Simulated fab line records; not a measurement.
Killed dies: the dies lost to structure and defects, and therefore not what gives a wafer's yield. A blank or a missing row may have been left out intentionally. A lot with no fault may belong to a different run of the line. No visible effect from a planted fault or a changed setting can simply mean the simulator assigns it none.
Split-lot trial	flow n5 finfet	on a route of 1938 steps: 7 lots, 21 wafers read

== ON THE SPLIT ==
At N5_MIM_TOP_LITHO_EXPOSE_05 (exposes mask MIM TOP, target cd 2000 nm), the setting dose mj was moved away from the recipe's 20.5 on 7 of the 21 wafers read, by -7.4% to +7.1%. The other wafers ran this setting at the recipe's value.

== FROM THE SPLIT TO THE READING: what the file shows between them, 3 steps ==
- N5_MIM_TOP_LITHO_PEB_06
- N5_MIM_TOP_LITHO_DEVELOP_07: develop time 60 s
- N5_MIM_TOP_LITHO_HARDBAKE_09: time 120 s

== THE READING ==
cd nm (nm) at N5_MIM_TOP_LITHO_CD_MEAS_08, where the cd target is 2000 nm. Fault-free wafers of this fab line usually give 1999.2 nm, standard deviation 1.7 nm.

wafer	tool, chamber at the split	dose mj as run	against the recipe	cd nm, nm	against lot-mates on the recipe
L074.3	krf scanner-02, 0	20.5	recipe	1998.2	-
L074.5	krf scanner-02, 0	21.95	+7.1%	1987.3	-11.1
L074.6	krf scanner-02, 0	20.5	recipe	1998.6	-
L078.1	krf scanner-01, 0	20.5	recipe	2001.2	-
L078.2	krf scanner-01, 0	20.5	recipe	1996.7	-
L078.4	krf scanner-01, 0	18.99	-7.4%	2009.1	+10.1
L082.4	krf scanner-02, 0	20.96	+2.2%	1995.1	-6.8
L082.5	krf scanner-02, 0	20.96	+2.2%	1994.4	-7.5
L082.6	krf scanner-02, 0	20.5	recipe	2001.9	-
L084.1	krf scanner-01, 0	21.79	+6.3%	1991.5	-8.2
L084.4	krf scanner-01, 0	20.5	recipe	1999.5	-
L084.6	krf scanner-01, 0	20.5	recipe	1999.8	-
L089.1	krf scanner-02, 0	20.5	recipe	1998.0	-
L089.4	krf scanner-02, 0	20.5	recipe	1996.7	-
L089.5	krf scanner-02, 0	20.5	recipe	1997.9	-
L092.2	krf scanner-01, 0	20.5	recipe	2000.3	-
L092.3	krf scanner-01, 0	20.5	recipe	1996.5	-
L092.6	krf scanner-01, 0	20.5	recipe	1997.9	-
L097.1	krf scanner-01, 0	21.72	+6.0%	1989.3	-9.8
L097.3	krf scanner-01, 0	20.5	recipe	1999.1	-
L097.6	krf scanner-01, 0	21.72	+6.0%	1988.5	-10.6

THE FIT
A straight line over all 21 wafers: cd nm changes by -1.49 nm for each +1% of dose mj; r = -0.95; the points scatter about the line by 1.5 nm.
The same after taking each lot's own level away (the mean of its wafers on the recipe; 21 wafers): -1.55 nm for each +1%; r = -0.95; scatter 1.6 nm.
According to that fit, moving dose mj by its largest amount changes the reading by 11 nm.
Measured against the standard deviation above, the lots' own levels, which go from 1997.53 to 2001.90 nm, span 2.6 times it.
The two slopes are in agreement: the lot-to-lot level therefore moves the slope only a little.
Check: +11.5 nm against its lot-mates is what the line predicts for one of the wafers moved furthest among these (-7.4%) when that wafer is left out of the fit. Against them it came out at +10.1 nm.

== OTHER SPLITS ON THESE WAFERS ==
Note: prior to the reading, these wafers also went through further splits. Each is held against what the fit with the lots' levels taken away leaves over:
other split on the same wafers	wafers away from the commonest value	r with cd nm (lot level and that fit taken away)
N5_BEOL_M9_CMP_52 down force psi	11	+0.12
N5_BEOL_M11_PECVD_70 time s	8	+0.23
N5_BEOL_M11_VIA_ETCH_34 source w	9	+0.02
N5_BEOL_M13_ETCH_59 time s	7	-0.08
N5_BEOL_M13_DEP_53 time s	5	+0.15
N5_BEOL_M14_TRENCH_ETCH_34 time s	8	+0.38
N5_BEOL_M14_SPUTTER_45 power w	9	+0.47

== THE WHOLE CHAIN: every reading that the file lists as answering this split, in the file's order ==
step	what it does	reading	change (the file's fit)	r (the file's)
N5_MIM_TOP_LITHO_CD_MEAS_08	target cd 2000 nm	cd nm	-1.53 nm for each +1% of the setting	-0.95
N5_MIM_TOP_LITHO_DESCUM_10	chemistry O2, time 7.9 s	MIM_TOP_LITHO.cd nm (the simulator's own value, which no gauge read)	-1.61 nm for each +1% of the setting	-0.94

== FILE'S OWN FIT ==
cd nm changes by -1.53 nm for each +1% of dose mj, r = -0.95.
